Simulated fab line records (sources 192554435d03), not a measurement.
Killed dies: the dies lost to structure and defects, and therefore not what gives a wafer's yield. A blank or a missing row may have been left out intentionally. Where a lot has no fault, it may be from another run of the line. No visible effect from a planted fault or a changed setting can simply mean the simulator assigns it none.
fab line records / flow n5-finfet / part 2 of 2: steps 21 to 28 of 28
[record] lots = 5 wafers = 15 last-day = 20
route steps=1938 shown BEOL_M15@1826 PASS1_DEP@1831 MIM_BOT@1832 MIM_TOP@1834 MIM_TOP_LITHO@1839 MIM_TOP_ETCH@1851
lots that met no fault: taken from a fault-free run of the same line
start-h: hours from the record's opening day to when the first of the lot's shown wafers began / wait-h: hours from the lot's prior step to this one / " repeats the value in the row above / L1.1+2: a single row standing in for several wafers / - no value present, or no start provided / * or withheld: withheld / < > ~ a bound
route shown NAME@n: NAME is a module with steps in the file, n the number in the route of the first one / usual: the fault-free wafers' mean and standard deviation / same: alike in all rows / chamber/n: place in a boat / sites: per-site readings / _std_site: how widely they spread, as a standard deviation / _edge_site: mean of outer sites minus mean of inner sites / radius-mm: how far each site lies from the wafer's centre / mask NAME#n: copy n / behind: the tool/chamber that last shaped the wafer / hold: what put the lot on hold/how long, in hours/how the hold closed / device: transistor that didn't switch, given as n, p or np / end of line: tests of these same wafers at the route's end / where a step has no rows: the recipe by itself / killed: the dies lost at the first sort to structure and to defects; this is not the yield of the wafer / map: the dies of a wafer, with x for killed, . for not killed, _ for no die there
set.NAME: the run value of the setting; set.NAME@STEP: its run value at that earlier step / model.NAME: the simulator's own value behind a step, which no gauge read
lots at some steps of the route; a table a step, a row a wafer
services: the hour from which a tool's chamber was out of use, counted from the record's first day as start-h (under 0 if before that day), plus the number of hours and why
[[steps]]
[step N5_MIM_TOP_LITHO_HARDBAKE_09]
[recipe] temp-c = 130 time-s = 120
[usual] plate-temp-C = 129.99/0.12
[same] time-s = 120
lot.wafer=L079.1 tool=litho-track-02 chamber=0 start-h=- wait-h=- plate-temp-C=129.86
lot.wafer=L079.2 tool=litho-track-02 chamber=0 start-h=- wait-h=- plate-temp-C=129.95
lot.wafer=L079.4 tool=litho-track-02 chamber=0 start-h=- wait-h=- plate-temp-C=130.08
lot.wafer=L082.1 tool=litho-track-04 chamber=0 start-h=- wait-h=- plate-temp-C=129.82
lot.wafer=L082.3 tool=litho-track-04 chamber=0 start-h=- wait-h=- plate-temp-C=130.06
lot.wafer=L082.6 tool=litho-track-04 chamber=0 start-h=- wait-h=- plate-temp-C=130.08
lot.wafer=L093.3 tool=litho-track-02 chamber=0 start-h=- wait-h=- plate-temp-C=129.90
lot.wafer=L093.4 tool=litho-track-02 chamber=0 start-h=- wait-h=- plate-temp-C=130.02
lot.wafer=L093.6 tool=litho-track-02 chamber=0 start-h=- wait-h=- plate-temp-C=130.09
lot.wafer=L097.2 tool=litho-track-02 chamber=0 start-h=- wait-h=- plate-temp-C=130.14
lot.wafer=L097.3 tool=litho-track-02 chamber=0 start-h=- wait-h=- plate-temp-C=130.37
lot.wafer=L097.5 tool=litho-track-02 chamber=0 start-h=- wait-h=- plate-temp-C=130.09
lot.wafer=L096.2 tool=litho-track-01 chamber=0 start-h=- wait-h=- plate-temp-C=129.85
lot.wafer=L096.3 tool=litho-track-01 chamber=0 start-h=- wait-h=- plate-temp-C=130.00
lot.wafer=L096.5 tool=litho-track-01 chamber=0 start-h=- wait-h=- plate-temp-C=129.96
[step N5_MIM_TOP_LITHO_CD_MEAS_08]
[recipe] target-cd-nm = 2000 landing-energy-ev = 500 detector = se-inlens
[usual] cd-nm = 2000.0/1.3
[same] landing-energy-ev = 500
lot.wafer=L079.1 tool=cd-sem-01 chamber=0 start-h=323.45 wait-h=- cd-nm=2002.5
lot.wafer=L079.2 tool=cd-sem-01 chamber=0 start-h=323.45 wait-h=- cd-nm=2001.4
lot.wafer=L079.4 tool=cd-sem-01 chamber=0 start-h=323.45 wait-h=- cd-nm=2001.9
lot.wafer=L082.1 tool=cd-sem-01 chamber=0 start-h=328.79 wait-h=- cd-nm=1999.5
lot.wafer=L082.3 tool=cd-sem-01 chamber=0 start-h=328.79 wait-h=- cd-nm=1999.3
lot.wafer=L082.6 tool=cd-sem-01 chamber=0 start-h=328.79 wait-h=- cd-nm=2000.3
lot.wafer=L093.3 tool=cd-sem-03 chamber=0 start-h=448.06 wait-h=- cd-nm=2001.1
lot.wafer=L093.4 tool=cd-sem-03 chamber=0 start-h=448.06 wait-h=- cd-nm=2000.7
lot.wafer=L093.6 tool=cd-sem-03 chamber=0 start-h=448.06 wait-h=- cd-nm=1999.5
lot.wafer=L097.2 tool=cd-sem-01 chamber=0 start-h=455.61 wait-h=- cd-nm=2001.3
lot.wafer=L097.3 tool=cd-sem-01 chamber=0 start-h=455.61 wait-h=- cd-nm=2000.0
lot.wafer=L097.5 tool=cd-sem-01 chamber=0 start-h=455.61 wait-h=- cd-nm=2000.1
lot.wafer=L096.2 tool=cd-sem-03 chamber=0 start-h=468.63 wait-h=- cd-nm=2000.7
lot.wafer=L096.3 tool=cd-sem-03 chamber=0 start-h=468.63 wait-h=- cd-nm=1999.6
lot.wafer=L096.5 tool=cd-sem-03 chamber=0 start-h=468.63 wait-h=- cd-nm=2000.3
[step N5_MIM_TOP_LITHO_OVL_MEAS_11]
[recipe] points-per-wafer = 44
[usual] MIM_TOP_OVL = -5/5.8
lot.wafer=L079.1 tool=overlay-02 chamber=0 start-h=323.48 wait-h=0.0 MIM_TOP_OVL[nm]=-7
lot.wafer=L079.2 tool=overlay-02 chamber=0 start-h=323.48 wait-h=0.0 MIM_TOP_OVL[nm]=-5
lot.wafer=L079.4 tool=overlay-02 chamber=0 start-h=323.48 wait-h=0.0 MIM_TOP_OVL[nm]=-14
lot.wafer=L082.1 tool=overlay-01 chamber=0 start-h=328.82 wait-h=0.0 MIM_TOP_OVL[nm]=4
lot.wafer=L082.3 tool=overlay-01 chamber=0 start-h=328.82 wait-h=0.0 MIM_TOP_OVL[nm]=-4
lot.wafer=L082.6 tool=overlay-01 chamber=0 start-h=328.82 wait-h=0.0 MIM_TOP_OVL[nm]=-4
lot.wafer=L093.3 tool=overlay-02 chamber=0 start-h=448.09 wait-h=0.0 MIM_TOP_OVL[nm]=9
lot.wafer=L093.4 tool=overlay-02 chamber=0 start-h=448.09 wait-h=0.0 MIM_TOP_OVL[nm]=14
lot.wafer=L093.6 tool=overlay-02 chamber=0 start-h=448.09 wait-h=0.0 MIM_TOP_OVL[nm]=16
lot.wafer=L097.2 tool=overlay-01 chamber=0 start-h=455.63 wait-h=0.0 MIM_TOP_OVL[nm]=-12
lot.wafer=L097.3 tool=overlay-01 chamber=0 start-h=455.63 wait-h=0.0 MIM_TOP_OVL[nm]=-14
lot.wafer=L097.5 tool=overlay-01 chamber=0 start-h=455.63 wait-h=0.0 MIM_TOP_OVL[nm]=-12
lot.wafer=L096.2 tool=overlay-02 chamber=0 start-h=468.66 wait-h=0.0 MIM_TOP_OVL[nm]=-11
lot.wafer=L096.3 tool=overlay-02 chamber=0 start-h=468.66 wait-h=0.0 MIM_TOP_OVL[nm]=-2
lot.wafer=L096.5 tool=overlay-02 chamber=0 start-h=468.66 wait-h=0.0 MIM_TOP_OVL[nm]=-4
[step N5_MIM_TOP_LITHO_INSPECT_12]
[recipe] mode = adi inspect-instrument = macro
[usual] raw-defect-count = 1.9/1.4
lot.wafer=L079.1 tool=defect-inspect-01 chamber=- start-h=323.51 wait-h=0.0 raw-defect-count=3
lot.wafer=L079.2 tool=defect-inspect-01 chamber=- start-h=323.51 wait-h=0.0 raw-defect-count=2
lot.wafer=L079.4 tool=defect-inspect-01 chamber=- start-h=323.51 wait-h=0.0 raw-defect-count=4
lot.wafer=L082.1 tool=defect-inspect-01 chamber=- start-h=328.84 wait-h=0.0 raw-defect-count=2
lot.wafer=L082.3 tool=defect-inspect-01 chamber=- start-h=328.84 wait-h=0.0 raw-defect-count=1
lot.wafer=L082.6 tool=defect-inspect-01 chamber=- start-h=328.84 wait-h=0.0 raw-defect-count=2
lot.wafer=L093.3 tool=defect-inspect-02 chamber=- start-h=448.11 wait-h=0.0 raw-defect-count=2
lot.wafer=L093.4 tool=defect-inspect-02 chamber=- start-h=448.11 wait-h=0.0 raw-defect-count=2
lot.wafer=L093.6 tool=defect-inspect-02 chamber=- start-h=448.11 wait-h=0.0 raw-defect-count=3
lot.wafer=L097.2 tool=defect-inspect-02 chamber=- start-h=455.66 wait-h=0.0 raw-defect-count=2
lot.wafer=L097.3 tool=defect-inspect-02 chamber=- start-h=455.66 wait-h=0.0 raw-defect-count=2
lot.wafer=L097.5 tool=defect-inspect-02 chamber=- start-h=455.66 wait-h=0.0 raw-defect-count=0
lot.wafer=L096.2 tool=defect-inspect-01 chamber=- start-h=468.68 wait-h=0.0 raw-defect-count=2
lot.wafer=L096.3 tool=defect-inspect-01 chamber=- start-h=468.68 wait-h=0.0 raw-defect-count=3
lot.wafer=L096.5 tool=defect-inspect-01 chamber=- start-h=468.68 wait-h=0.0 raw-defect-count=0
[step N5_MIM_TOP_LITHO_DESCUM_10]
[recipe] chemistry = O2 time-s = 7.9 source-power-w = 50 bias-power-w = 20 pressure-mtorr = 20 rf-frequency-hz = 2.712e+07 temp-c = 40 o2-flow-sccm = 225
[usual] drypump-motor-current-A = 5.50/0.21 oes-product-au = 0.78/0.085 rf-vpp-V = 243.0/1.4 showerhead-plenum-p-Torr = 2.08/0.079 throttle-valve-pct = 20.40/0.26
[same] time-s = 7.9
lot.wafer=L079.1 tool=rie-diel-06 chamber=1 start-h=323.54 wait-h=0.0 drypump-motor-current-A=5.86 oes-product-au=0.75 rf-hours-counter-h=141 rf-vpp-V=242.4 showerhead-plenum-p-Torr=2.09 throttle-valve-pct=20.01
lot.wafer=L079.2 tool=rie-diel-06 chamber=0 start-h=323.54 wait-h=0.0 drypump-motor-current-A=5.56 oes-product-au=0.71 rf-hours-counter-h=238 rf-vpp-V=240.9 showerhead-plenum-p-Torr=1.98 throttle-valve-pct=20.72
lot.wafer=L079.4 tool=rie-diel-06 chamber=3 start-h=323.54 wait-h=0.0 drypump-motor-current-A=5.31 oes-product-au=0.75 rf-hours-counter-h=176 rf-vpp-V=243.9 showerhead-plenum-p-Torr=2.09 throttle-valve-pct=20.64
lot.wafer=L082.1 tool=rie-diel-03 chamber=3 start-h=328.88 wait-h=0.0 drypump-motor-current-A=5.34 oes-product-au=0.79 rf-hours-counter-h=98 rf-vpp-V=243.9 showerhead-plenum-p-Torr=2.11 throttle-valve-pct=20.77
lot.wafer=L082.3 tool=rie-diel-03 chamber=1 start-h=328.88 wait-h=0.0 drypump-motor-current-A=5.44 oes-product-au=0.82 rf-hours-counter-h=90 rf-vpp-V=243.0 showerhead-plenum-p-Torr=2.11 throttle-valve-pct=20.06
lot.wafer=L082.6 tool=rie-diel-03 chamber=3 start-h=328.88 wait-h=0.0 drypump-motor-current-A=5.28 oes-product-au=0.80 rf-hours-counter-h=- rf-vpp-V=243.9 showerhead-plenum-p-Torr=2.11 throttle-valve-pct=20.78
lot.wafer=L093.3 tool=rie-diel-05 chamber=2 start-h=448.33 wait-h=0.2 drypump-motor-current-A=5.95 oes-product-au=0.90 rf-hours-counter-h=29 rf-vpp-V=242.3 showerhead-plenum-p-Torr=2.05 throttle-valve-pct=20.04
lot.wafer=L093.4 tool=rie-diel-05 chamber=1 start-h=448.33 wait-h=0.2 drypump-motor-current-A=5.54 oes-product-au=0.82 rf-hours-counter-h=84 rf-vpp-V=243.2 showerhead-plenum-p-Torr=2.12 throttle-valve-pct=20.50
lot.wafer=L093.6 tool=rie-diel-05 chamber=3 start-h=448.33 wait-h=0.2 drypump-motor-current-A=5.62 oes-product-au=0.78 rf-hours-counter-h=- rf-vpp-V=244.3 showerhead-plenum-p-Torr=2.10 throttle-valve-pct=20.45
lot.wafer=L097.2 tool=rie-diel-03 chamber=2 start-h=455.70 wait-h=0.0 drypump-motor-current-A=5.59 oes-product-au=0.67 rf-hours-counter-h=239 rf-vpp-V=240.6 showerhead-plenum-p-Torr=1.88 throttle-valve-pct=20.51
lot.wafer=L097.3 tool=rie-diel-03 chamber=3 start-h=455.70 wait-h=0.0 drypump-motor-current-A=5.29 oes-product-au=0.77 rf-hours-counter-h=136 rf-vpp-V=242.6 showerhead-plenum-p-Torr=2.10 throttle-valve-pct=20.82
lot.wafer=L097.5 tool=rie-diel-03 chamber=0 start-h=455.70 wait-h=0.0 drypump-motor-current-A=5.46 oes-product-au=0.67 rf-hours-counter-h=- rf-vpp-V=242.8 showerhead-plenum-p-Torr=2.07 throttle-valve-pct=20.56
lot.wafer=L096.2 tool=rie-diel-05 chamber=3 start-h=468.73 wait-h=0.1 drypump-motor-current-A=5.60 oes-product-au=0.78 rf-hours-counter-h=139 rf-vpp-V=243.7 showerhead-plenum-p-Torr=2.10 throttle-valve-pct=20.47
lot.wafer=L096.3 tool=rie-diel-05 chamber=0 start-h=468.73 wait-h=0.1 drypump-motor-current-A=5.12 oes-product-au=0.97 rf-hours-counter-h=9 rf-vpp-V=243.4 showerhead-plenum-p-Torr=2.14 throttle-valve-pct=20.46
lot.wafer=L096.5 tool=rie-diel-05 chamber=3 start-h=468.73 wait-h=0.1 drypump-motor-current-A=5.59 oes-product-au=0.78 rf-hours-counter-h=- rf-vpp-V=243.0 showerhead-plenum-p-Torr=2.10 throttle-valve-pct=20.46
[step N5_MIM_TOP_ETCH_ETCH_00]
[recipe] chemistry = Cl2/BCl3 target = TiN target-depth-a = 385 ion-energy-ev = 150 pressure-mtorr = 10 icp-w = 1000 bias-w = 126 Cl2_flow_sccm = 53.25 bcl3-flow-sccm = 21.75 Ar_flow_sccm = 25
[usual] bcl3-flow-sccm = 21.76/0.059 drypump-motor-current-A = 5.3/0.42 oes-product-au = 0.83/0.073 throttle-valve-pct = 22.59/0.17
lot.wafer=L079.1 tool=rie-metal-03 chamber=0 start-h=323.63 wait-h=0.1 bcl3-flow-sccm=21.70 drypump-motor-current-A=5.9 oes-product-au=0.97 rf-hours-counter-h=3 throttle-valve-pct=22.33
lot.wafer=L079.2 tool=rie-metal-03 chamber=1 start-h=323.63 wait-h=0.1 bcl3-flow-sccm=21.76 drypump-motor-current-A=5.4 oes-product-au=0.77 rf-hours-counter-h=50 throttle-valve-pct=22.86
lot.wafer=L079.4 tool=rie-metal-03 chamber=1 start-h=323.63 wait-h=0.1 bcl3-flow-sccm=21.89 drypump-motor-current-A=5.3 oes-product-au=0.77 rf-hours-counter-h=- throttle-valve-pct=22.87
lot.wafer=L082.1 tool=rie-metal-01 chamber=1 start-h=328.98 wait-h=0.1 bcl3-flow-sccm=21.68 drypump-motor-current-A=5.0 oes-product-au=0.88 rf-hours-counter-h=10 throttle-valve-pct=22.53
lot.wafer=L082.3 tool=rie-metal-01 chamber=1 start-h=328.98 wait-h=0.1 bcl3-flow-sccm=21.80 drypump-motor-current-A=5.0 oes-product-au=0.88 rf-hours-counter-h=- throttle-valve-pct=22.55
lot.wafer=L082.6 tool=rie-metal-01 chamber=0 start-h=328.98 wait-h=0.1 bcl3-flow-sccm=21.74 drypump-motor-current-A=5.0 oes-product-au=0.79 rf-hours-counter-h=- throttle-valve-pct=22.60
lot.wafer=L093.3 tool=rie-metal-02 chamber=0 start-h=448.45 wait-h=0.1 bcl3-flow-sccm=21.65 drypump-motor-current-A=6.1 oes-product-au=0.78 rf-hours-counter-h=- throttle-valve-pct=22.72
lot.wafer=L093.4 tool=rie-metal-02 chamber=1 start-h=448.45 wait-h=0.1 bcl3-flow-sccm=21.82 drypump-motor-current-A=5.0 oes-product-au=0.94 rf-hours-counter-h=- throttle-valve-pct=22.43
lot.wafer=L093.6 tool=rie-metal-02 chamber=0 start-h=448.45 wait-h=0.1 bcl3-flow-sccm=21.75 drypump-motor-current-A=6.0 oes-product-au=0.78 rf-hours-counter-h=- throttle-valve-pct=22.71
lot.wafer=L097.2 tool=rie-metal-03 chamber=1 start-h=455.79 wait-h=0.1 bcl3-flow-sccm=21.68 drypump-motor-current-A=5.4 oes-product-au=0.73 rf-hours-counter-h=62 throttle-valve-pct=22.90
lot.wafer=L097.3 tool=rie-metal-03 chamber=0 start-h=455.79 wait-h=0.1 bcl3-flow-sccm=21.68 drypump-motor-current-A=5.9 oes-product-au=0.88 rf-hours-counter-h=- throttle-valve-pct=22.34
lot.wafer=L097.5 tool=rie-metal-03 chamber=1 start-h=455.79 wait-h=0.1 bcl3-flow-sccm=21.70 drypump-motor-current-A=5.4 oes-product-au=0.74 rf-hours-counter-h=- throttle-valve-pct=22.89
lot.wafer=L096.2 tool=rie-metal-01 chamber=1 start-h=468.82 wait-h=0.1 bcl3-flow-sccm=21.74 drypump-motor-current-A=5.0 oes-product-au=0.81 rf-hours-counter-h=23 throttle-valve-pct=22.57
lot.wafer=L096.3 tool=rie-metal-01 chamber=0 start-h=468.82 wait-h=0.1 bcl3-flow-sccm=21.75 drypump-motor-current-A=5.0 oes-product-au=0.75 rf-hours-counter-h=- throttle-valve-pct=22.62
lot.wafer=L096.5 tool=rie-metal-01 chamber=0 start-h=468.82 wait-h=0.1 bcl3-flow-sccm=21.80 drypump-motor-current-A=5.0 oes-product-au=0.74 rf-hours-counter-h=- throttle-valve-pct=22.63
[step N5_MIM_TOP_ETCH_STRIP_01]
[recipe] chemistry = O2 power-w = 600 temp-c = 60 pressure-mtorr = 30 rf-frequency-hz = 6e+07 bias-power-w = 0 overash-fraction = 0.5 o2-flow-sccm = 225
[usual] drypump-motor-current-A = 5.4/0.47 oes-product-au = 0.79/0.092 rf-vpp-V = 3.6/1.4 showerhead-plenum-p-Torr = 2.15/0.046 throttle-valve-pct = 16.66/0.2
lot.wafer=L079.1 tool=rie-diel-04 chamber=0 start-h=323.97 wait-h=0.3 drypump-motor-current-A=6.1 oes-product-au=0.91 rf-hours-counter-h=35 rf-vpp-V=1.1 showerhead-plenum-p-Torr=2.14 throttle-valve-pct=16.66
lot.wafer=L079.2 tool=rie-diel-04 chamber=2 start-h=323.97 wait-h=0.3 drypump-motor-current-A=5.5 oes-product-au=0.69 rf-hours-counter-h=239 rf-vpp-V=4.6 showerhead-plenum-p-Torr=2.06 throttle-valve-pct=16.86
lot.wafer=L079.4 tool=rie-diel-04 chamber=1 start-h=323.97 wait-h=0.3 drypump-motor-current-A=6.1 oes-product-au=0.91 rf-hours-counter-h=19 rf-vpp-V=2.0 showerhead-plenum-p-Torr=2.23 throttle-valve-pct=16.36
lot.wafer=L082.1 tool=rie-diel-04 chamber=2 start-h=329.13 wait-h=0.1 drypump-motor-current-A=5.5 oes-product-au=0.67 rf-hours-counter-h=241 rf-vpp-V=3.2 showerhead-plenum-p-Torr=2.06 throttle-valve-pct=16.83
lot.wafer=L082.3 tool=rie-diel-04 chamber=0 start-h=329.13 wait-h=0.1 drypump-motor-current-A=6.1 oes-product-au=0.92 rf-hours-counter-h=37 rf-vpp-V=3.1 showerhead-plenum-p-Torr=2.14 throttle-valve-pct=16.65
lot.wafer=L082.6 tool=rie-diel-04 chamber=1 start-h=329.13 wait-h=0.1 drypump-motor-current-A=6.1 oes-product-au=0.91 rf-hours-counter-h=- rf-vpp-V=5.6 showerhead-plenum-p-Torr=2.23 throttle-valve-pct=16.40
lot.wafer=L093.3 tool=rie-diel-02 chamber=2 start-h=448.60 wait-h=0.1 drypump-motor-current-A=4.8 oes-product-au=0.76 rf-hours-counter-h=146 rf-vpp-V=4.2 showerhead-plenum-p-Torr=2.18 throttle-valve-pct=17.13
lot.wafer=L093.4 tool=rie-diel-02 chamber=1 start-h=448.60 wait-h=0.1 drypump-motor-current-A=5.0 oes-product-au=0.69 rf-hours-counter-h=232 rf-vpp-V=4.6 showerhead-plenum-p-Torr=2.16 throttle-valve-pct=16.65
lot.wafer=L093.6 tool=rie-diel-02 chamber=0 start-h=448.60 wait-h=0.1 drypump-motor-current-A=5.0 oes-product-au=0.89 rf-hours-counter-h=- rf-vpp-V=2.2 showerhead-plenum-p-Torr=2.14 throttle-valve-pct=16.48
lot.wafer=L097.2 tool=rie-diel-04 chamber=3 start-h=455.93 wait-h=0.1 drypump-motor-current-A=5.6 oes-product-au=0.69 rf-hours-counter-h=223 rf-vpp-V=4.5 showerhead-plenum-p-Torr=2.08 throttle-valve-pct=16.71
lot.wafer=L097.3 tool=rie-diel-04 chamber=0 start-h=455.93 wait-h=0.1 drypump-motor-current-A=6.1 oes-product-au=0.86 rf-hours-counter-h=75 rf-vpp-V=2.8 showerhead-plenum-p-Torr=2.13 throttle-valve-pct=16.73
lot.wafer=L097.5 tool=rie-diel-04 chamber=2 start-h=455.93 wait-h=0.1 drypump-motor-current-A=5.5 oes-product-au=0.90 rf-hours-counter-h=- rf-vpp-V=1.9 showerhead-plenum-p-Torr=2.05 throttle-valve-pct=16.48
lot.wafer=L096.2 tool=rie-diel-02 chamber=0 start-h=469.04 wait-h=0.2 drypump-motor-current-A=5.0 oes-product-au=0.90 rf-hours-counter-h=28 rf-vpp-V=2.5 showerhead-plenum-p-Torr=2.14 throttle-valve-pct=16.54
lot.wafer=L096.3 tool=rie-diel-02 chamber=1 start-h=469.04 wait-h=0.2 drypump-motor-current-A=5.0 oes-product-au=0.72 rf-hours-counter-h=239 rf-vpp-V=1.9 showerhead-plenum-p-Torr=2.16 throttle-valve-pct=16.66
lot.wafer=L096.5 tool=rie-diel-02 chamber=0 start-h=469.04 wait-h=0.2 drypump-motor-current-A=5.0 oes-product-au=0.88 rf-hours-counter-h=- rf-vpp-V=4.8 showerhead-plenum-p-Torr=2.14 throttle-valve-pct=16.48
[step N5_MIM_TOP_ETCH_PECVD_03]
[recipe] material = SiNx target-thk-a = 200 temp-c = 400 precursor = SiH4/NH3/N2 pressure-torr = 1.5 rf-w = 300 time-s = 17.6
[usual] heater-power-w = 741/83 showerhead-plenum-p-Torr = 5.16/0.064 throttle-valve-pct = 39.5/2.2
[same] time-s = 17.6
lot.wafer=L079.1 tool=pecvd-04 chamber=1 start-h=324.03 wait-h=- heater-power-w=816 showerhead-plenum-p-Torr=5.27 throttle-valve-pct=37.5
lot.wafer=L079.2 tool=pecvd-04 chamber=0 start-h=324.03 wait-h=- heater-power-w=669 showerhead-plenum-p-Torr=5.16 throttle-valve-pct=42.5
lot.wafer=L079.4 tool=pecvd-04 chamber=2 start-h=324.03 wait-h=- heater-power-w=747 showerhead-plenum-p-Torr=5.20 throttle-valve-pct=38.4
lot.wafer=L082.1 tool=pecvd-01 chamber=2 start-h=329.19 wait-h=- heater-power-w=834 showerhead-plenum-p-Torr=5.17 throttle-valve-pct=36.6
lot.wafer=L082.3 tool=pecvd-01 chamber=0 start-h=329.19 wait-h=- heater-power-w=667 showerhead-plenum-p-Torr=5.04 throttle-valve-pct=38.4
lot.wafer=L082.6 tool=pecvd-01 chamber=1 start-h=329.19 wait-h=- heater-power-w=791 showerhead-plenum-p-Torr=5.15 throttle-valve-pct=40.4
lot.wafer=L093.3 tool=pecvd-02 chamber=2 start-h=448.66 wait-h=- heater-power-w=835 showerhead-plenum-p-Torr=5.19 throttle-valve-pct=37.4
lot.wafer=L093.4 tool=pecvd-02 chamber=1 start-h=448.66 wait-h=- heater-power-w=701 showerhead-plenum-p-Torr=5.15 throttle-valve-pct=38.4
lot.wafer=L093.6 tool=pecvd-02 chamber=0 start-h=448.66 wait-h=- heater-power-w=657 showerhead-plenum-p-Torr=5.18 throttle-valve-pct=43.8
lot.wafer=L097.2 tool=pecvd-02 chamber=2 start-h=455.99 wait-h=- heater-power-w=895 showerhead-plenum-p-Torr=5.19 throttle-valve-pct=37.8
lot.wafer=L097.3 tool=pecvd-02 chamber=1 start-h=455.99 wait-h=- heater-power-w=709 showerhead-plenum-p-Torr=5.17 throttle-valve-pct=38.3
lot.wafer=L097.5 tool=pecvd-02 chamber=0 start-h=455.99 wait-h=- heater-power-w=671 showerhead-plenum-p-Torr=5.18 throttle-valve-pct=43.7
lot.wafer=L096.2 tool=pecvd-01 chamber=0 start-h=469.10 wait-h=- heater-power-w=616 showerhead-plenum-p-Torr=5.05 throttle-valve-pct=38.4
lot.wafer=L096.3 tool=pecvd-01 chamber=1 start-h=469.10 wait-h=- heater-power-w=725 showerhead-plenum-p-Torr=5.15 throttle-valve-pct=40.4
lot.wafer=L096.5 tool=pecvd-01 chamber=1 start-h=469.10 wait-h=- heater-power-w=726 showerhead-plenum-p-Torr=5.15 throttle-valve-pct=40.7
[[services]]
tool=rie-diel-02 chamber=2 start-h=294.86 hours=20.4 kind=repair
tool=rie-diel-05 chamber=0 start-h=297.70 hours=19.9 kind=repair
tool=pecvd-04 chamber=- start-h=309.82 hours=0.5 kind=repair
tool=krf-scanner-01 chamber=- start-h=310.03 hours=1.0 kind=pm
tool=rie-diel-05 chamber=1 start-h=340.08 hours=4.4 kind=repair
tool=rie-diel-05 chamber=2 start-h=342.03 hours=3.2 kind=repair
tool=rie-diel-02 chamber=3 start-h=351.99 hours=7.2 kind=repair
tool=pecvd-04 chamber=2 start-h=358.74 hours=6.5 kind=repair
tool=krf-scanner-01 chamber=- start-h=367.23 hours=1.3 kind=pm
tool=rie-diel-03 chamber=1 start-h=369.64 hours=16.3 kind=repair
tool=pecvd-01 chamber=2 start-h=373.13 hours=10.6 kind=repair
tool=pecvd-02 chamber=0 start-h=381.77 hours=2.6 kind=repair
tool=rie-diel-05 chamber=1 start-h=387.25 hours=21.5 kind=repair
tool=krf-scanner-02 chamber=- start-h=393.68 hours=4.0 kind=pm
tool=rie-diel-04 chamber=2 start-h=404.85 hours=1.6 kind=repair
tool=rie-diel-02 chamber=2 start-h=407.57 hours=1.4 kind=repair
tool=krf-scanner-01 chamber=- start-h=420.47 hours=0.8 kind=pm
tool=ald-hk-03 chamber=- start-h=425.41 hours=8.7 kind=pm
tool=krf-scanner-01 chamber=- start-h=425.81 hours=4.0 kind=pm
tool=pecvd-01 chamber=- start-h=428.03 hours=6.0 kind=pm
tool=pecvd-02 chamber=0 start-h=434.67 hours=10.6 kind=repair
tool=rie-diel-04 chamber=- start-h=436.28 hours=2.6 kind=repair
tool=pvd-sputter-02 chamber=- start-h=446.64 hours=2.0 kind=repair
tool=pvd-sputter-02 chamber=- start-h=465.16 hours=5.0 kind=repair
